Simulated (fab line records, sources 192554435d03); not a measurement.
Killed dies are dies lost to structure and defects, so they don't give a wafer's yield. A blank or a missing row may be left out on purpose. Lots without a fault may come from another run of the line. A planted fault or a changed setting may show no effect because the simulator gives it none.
Chamber matching | flow n5_finfet | N5_BEOL_M3_DESCUM_16 on rie_diel-02: 4 sister chambers
The step chemistry O2, time 7 s. 8 wafers are shown with their chamber, then 12 later ones without.

WAFERS WITH THEIR CHAMBER
wafer  | chamber | showerhead_plenum_p_Torr (Torr) | throttle_valve_pct (%)
L084.2 | 2       | 1.99                            | 20.75
L084.3 | 1       | 2.18                            | 20.11
L086.4 | 0       | 2.21                            | 20.12
L086.5 | 3       | 2.24                            | 20.30
L086.6 | 0       | 2.21                            | 20.14
L088.1 | 1       | 2.17                            | 20.13
L088.2 | 3       | 2.23                            | 20.31
L088.3 | 2       | 1.98                            | 20.76

WAFERS WITHOUT THEIR CHAMBER
wafer  | showerhead_plenum_p_Torr (Torr) | throttle_valve_pct (%)
L088.4 | 2.20                            | 20.14
L088.5 | 1.98                            | 20.78
L088.6 | 2.23                            | 20.31
L090.2 | 2.23                            | 20.32
L090.3 | 2.20                            | 20.14
L090.5 | 2.20                            | 20.15
L094.1 | 2.17                            | 20.16
L094.5 | 2.23                            | 20.34
L094.6 | 2.20                            | 20.16
L095.2 | 2.20                            | 20.13
L095.4 | 2.17                            | 20.13
L095.6 | 2.23                            | 20.33

WHICH CHAMBER EACH WENT THROUGH
wafer  | from the rows above | in truth
L088.4 | 0                   | 0
L088.5 | 2                   | 2
L088.6 | 3                   | 3
L090.2 | 3                   | 3
L090.3 | 0                   | 0
L090.5 | 0                   | 0
L094.1 | 1                   | 1
L094.5 | 3                   | 3
L094.6 | 0                   | 0
L095.2 | 0                   | 0
L095.4 | 1                   | 1
L095.6 | 3                   | 3
Placed correctly: 12 of 12. Can't be placed from these rows: 0. Placed wrongly: 0.
How it was worked out, from the rows above alone: a wafer's distance from a chamber is the root of the sum, over the readings, of the square of ((its reading less the chamber's mean) divided by the reading's scatter). The wafer belongs to the nearest chamber; if the next one is less than 2 further off, it can't be placed. A chamber's mean is the mean of its shown wafers. The scatter: the root of (the sum of the squares of (reading less its chamber's mean) over the shown wafers, divided by (wafers less chambers)).
